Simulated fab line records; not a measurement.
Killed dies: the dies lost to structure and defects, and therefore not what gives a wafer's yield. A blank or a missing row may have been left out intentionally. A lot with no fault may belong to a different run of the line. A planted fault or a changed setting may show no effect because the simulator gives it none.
Split-lot trial | flow n5Finfet | 39 wafers read across 7 lots, on a route 1938 steps long

## ABOUT THE SPLIT
At N5_FIN_CUT_CUT_ETCH_26 (etches SiNx in CH3F/O2, target depth 39 nm, time 55.7 s), the setting targetDepthA was moved away from the recipe's 390 angstrom on 12 of the 39 wafers read, by -9.3% to +12.4%. For the rest of the wafers, this setting stayed at what the recipe calls for.

Reading taken at the split's own step.

## THE READING
etch.depthNm (the simulator's own value, which no gauge read), in nm, at N5_FIN_CUT_CUT_ETCH_26 (etches SiNx in CH3F/O2, target depth 39 nm, time 55.7 s). There is no usual value for it anywhere in the file. The 27 wafers here that ran the recipe average 38.52 nm, standard deviation 0.67 nm.

wafer  | tool, chamber at the split | targetDepthA as run, angstrom | against the recipe | etch.depthNm, nm | against lot-mates on the recipe
L079.1 | rieDiel-02, 2              | 390                           | recipe             | 37.83            | -
L079.2 | rieDiel-02, 3              | 390                           | recipe             | 39.19            | -
L079.3 | rieDiel-02, 0              | 390                           | recipe             | 37.62            | -
L079.4 | rieDiel-02, 1              | 390                           | recipe             | 37.95            | -
L079.5 | rieDiel-02, 3              | 390                           | recipe             | 39.24            | -
L079.6 | rieDiel-02, 0              | 390                           | recipe             | 37.87            | -
L084.1 | rieDiel-05, 0              | 390                           | recipe             | 38.22            | -
L084.2 | rieDiel-05, 3              | 390                           | recipe             | 39.29            | -
L084.3 | rieDiel-05, 1              | 390                           | recipe             | 38.96            | -
L084.4 | rieDiel-05, 2              | 353.7                         | -9.3%              | 36.05            | -2.77
L084.5 | rieDiel-05, 1              | 353.7                         | -9.3%              | 35.24            | -3.58
L084.6 | rieDiel-05, 0              | 353.7                         | -9.3%              | 34.75            | -4.07
L086.1 | rieDiel-02, 2              | 371.3                         | -4.8%              | 36.28            | -1.90
L086.2 | rieDiel-02, 1              | 390                           | recipe             | 38.21            | -
L086.3 | rieDiel-02, 0              | 390                           | recipe             | 38.49            | -
L086.4 | rieDiel-02, 3              | 371.3                         | -4.8%              | 37.69            | -0.49
L086.5 | rieDiel-02, 2              | 390                           | recipe             | 37.85            | -
L086.6 | rieDiel-02, 3              | 371.3                         | -4.8%              | 37.94            | -0.24
L087.1 | rieDiel-05, 2              | 438.5                         | +12.4%             | 43.59            | +5.25
L087.2 | rieDiel-05, 0              | 390                           | recipe             | 37.55            | -
L087.3 | rieDiel-05, 3              | 390                           | recipe             | 38.78            | -
L087.4 | rieDiel-05, 1              | 438.5                         | +12.4%             | 42.83            | +4.49
L087.5 | rieDiel-05, 1              | 438.5                         | +12.4%             | 43.08            | +4.74
L087.6 | rieDiel-05, 2              | 390                           | recipe             | 38.7             | -
L089.1 | rieDiel-01, 0              | 390                           | recipe             | 39.6             | -
L089.3 | rieDiel-01, 1              | 390                           | recipe             | 38.85            | -
L089.6 | rieDiel-01, 2              | 390                           | recipe             | 38.36            | -
L093.1 | rieDiel-02, 0              | 390                           | recipe             | 37.63            | -
L093.2 | rieDiel-02, 3              | 372.8                         | -4.4%              | 37.7             | -0.26
L093.3 | rieDiel-02, 2              | 390                           | recipe             | 38.1             | -
L093.4 | rieDiel-02, 0              | 372.8                         | -4.4%              | 36.01            | -1.95
L093.5 | rieDiel-02, 2              | 390                           | recipe             | 38.15            | -
L093.6 | rieDiel-02, 3              | 372.8                         | -4.4%              | 37.68            | -0.28
L097.1 | rieDiel-02, 1              | 390                           | recipe             | 39.61            | -
L097.2 | rieDiel-02, 2              | 390                           | recipe             | 38.22            | -
L097.3 | rieDiel-02, 0              | 390                           | recipe             | 38.32            | -
L097.4 | rieDiel-02, 3              | 390                           | recipe             | 39.91            | -
L097.5 | rieDiel-02, 0              | 390                           | recipe             | 38.14            | -
L097.6 | rieDiel-02, 3              | 390                           | recipe             | 39.47            | -

THE FIT
A straight line over all 39 wafers: etch.depthNm changes by +0.352 nm for each +1% of targetDepthA; r = +0.93; the points scatter about the line by 0.69 nm.
The same after taking each lot's own level away (the mean of its wafers on the recipe; 39 wafers): +0.356 nm for each +1%; r = +0.93; scatter 0.67 nm.
Per that fit: largest targetDepthA move, reading shift of 4.4 nm.
Measured against the standard deviation above, the lots' own levels, which go from 37.960 to 38.945 nm, span 1.5 times it.
The two slopes are in agreement: the lot-to-lot level therefore moves the slope only a little.
Check: +4.37 nm against its lot-mates is what the line predicts for one of the wafers moved furthest among these (+12.4%) when that wafer is left out of the fit. Against them it came out at +5.25 nm.

## THESE WAFERS: OTHER SPLITS
Other splits were also applied to these wafers ahead of the reading. Each is held against what the fit with the lots' levels taken away leaves over:
other split on the same wafers           | wafers away from the commonest value | r with etch.depthNm (lot level and that fit taken away)
N5_FIN_SAQP_MANDREL_ETCH_22 targetDepthA | 18                                   | -0.01
N5_FIN_CUT_ETCH_21 biasW                 | 18                                   | -0.03

## THE FILE'S OWN FIT
etch.depthNm changes by +0.353 nm for each +1% of targetDepthA, r = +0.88.
